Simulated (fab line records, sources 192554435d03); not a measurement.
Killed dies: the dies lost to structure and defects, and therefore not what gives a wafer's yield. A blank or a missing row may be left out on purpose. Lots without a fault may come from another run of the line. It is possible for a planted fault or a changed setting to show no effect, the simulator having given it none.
Struck lot and sound lot, side by side / flow n5-finfet / 15 steps out of a route of 1938
Sound: these wafers, L481.3, L481.4, L481.6. Wafers L488.2, L488.3, L488.4 were the ones struck. The cause is given at the end.
At each step with rows: each side's tool, then ch and its chambers, then its first start. Under that, the readings that differ: sound wafers / struck wafers / difference of the means / sigmas: that difference in standard deviations of wafers without a fault.
alike: readings whose means differ by less than 2 such deviations, and words and numbers that are the same on both sides. not compared: withheld readings, readings that some wafer has no value for, bounds like >300 that may hide the same value, and numbers for which the record gives no deviation and whose values overlap.
Wherever a step has rows on one side only, a row that says differs or no value, or a row with sigmas, the two part there. When numbers do not overlap yet have no deviation, they are printed without sigmas and do not part them. A reading missing from all wafers of one side parts the sides only when that side holds two or more wafers.

first, 1 step without rows for these wafers: N5_BEOL_M10_ANNEAL_51 (time 90 s).
N5_BEOL_M10_CMP_52: polishes, stops on SiCOH lowk, t overpolish 7 s, target thk 140 nm.
  sound on cmp-01 ch 1,2, day 15 03:08; struck on cmp-01 ch 0,1,3, day 15 22:25
  alike: barrier-field-endpoint-s, motor-current-A, overpolish-run-s, time-to-endpoint-s
N5_BEOL_M10_THK_MEAS_53: measures by xrf.
  sound on film-metro-01, day 15 03:26; struck on film-metro-01, day 15 22:40
  alike: M10_THK
then, 1 step without rows for these wafers: N5_BEOL_M10_PRE_CLEAN_55 (time 15 s).
N5_BEOL_M10_DEP_56: deposits SiCN from 3MS/NH3, target thk 15 nm, time 26.5 s.
  sound on pecvd-01 ch 1,2, day 15 03:29; struck on pecvd-03 ch 1,2, day 15 22:44
  alike: showerhead-plenum-p-Torr, throttle-valve-pct
N5_BEOL_M10_RS_MEAS_57: measures by four-point-probe.
  sound on film-metro-02, day 15 03:34; struck on film-metro-02, day 15 22:49
  alike: M10_RS
N5_BEOL_M10_INSPECT_58: inspects for defects (darkfield).
  sound on defect-inspect-01, day 15 03:35; struck on defect-inspect-01, day 15 22:50
  alike: raw-defect-count
N5_BEOL_M11_ILD_DEP_00: deposits SiCOH lowk from DEMS/porogen, target thk 308.51 nm, time 58 s.
  sound on pecvd-01 ch 0,1, day 15 03:38; struck on pecvd-04 ch 0,1, day 15 22:52
  alike: heater-power-w, showerhead-plenum-p-Torr, throttle-valve-pct
then, 1 step without rows for these wafers: N5_BEOL_M11_CURE_71 (cures SiCOH lowk, time 240 s).
N5_BEOL_M11_THK_MEAS_01:
  sound on film-metro-02, day 15 04:13; struck on film-metro-01, day 15 23:28
  alike: M11_ILD_THK
N5_BEOL_M11_PECVD_70: deposits SiO2 from TEOS/O2, target thk 20 nm, time 22.7 s.
  sound on pecvd-04 ch 1,2, day 15 04:16; struck on pecvd-01 ch 0,1, day 15 23:30
reading=throttle-valve-pct (%); sound=21.6 20.8 21.5; struck=23.7 23.7 24.2; difference=+2.6; sigmas=+2
  alike: heater-power-w, showerhead-plenum-p-Torr
N5_BEOL_M11_HM_DEP_02: deposits TiN, target thk 20 nm.
  sound on pvd-sputter-02, day 15 05:01; struck on pvd-sputter-02, day 16 02:19
  alike: throttle-valve-pct
N5_BEOL_M11_COAT_59: time 60 s, resist thk 100 nm.
  sound on litho-track-05 ch 0, day 15 05:09; struck on litho-track-03 ch 0, day 16 02:26
reading=heater-power-total-W (W); sound=500.9 501.4 499.6; struck=490.0 490.4 488.0; difference=-11.2; sigmas=-6
reading=plate-temp-C (C); sound=249.70 249.96 249.93; struck=245.04 245.13 245.02; difference=-4.80; sigmas=-27
then, 1 step without rows for these wafers: N5_BEOL_M11_COAT_60 (time 60 s, resist thk 30 nm).
-- record jumps: 2 days separate the struck wafers' starts on either side; left off in module BEOL_M11, taken up again in module PASSIVATION, whose first shown step is the route's number 1936 --
N5_PASSIVATION_PROBE_49:
  record: rows for the struck wafers here (prober-02, day 18 07:52), none for the sound ones

== WHERE THEY PART ==
At N5_BEOL_M11_PECVD_70 first; at N5_PASSIVATION_PROBE_49 last (within this record only).

WHY: whatever the simulator had introduced
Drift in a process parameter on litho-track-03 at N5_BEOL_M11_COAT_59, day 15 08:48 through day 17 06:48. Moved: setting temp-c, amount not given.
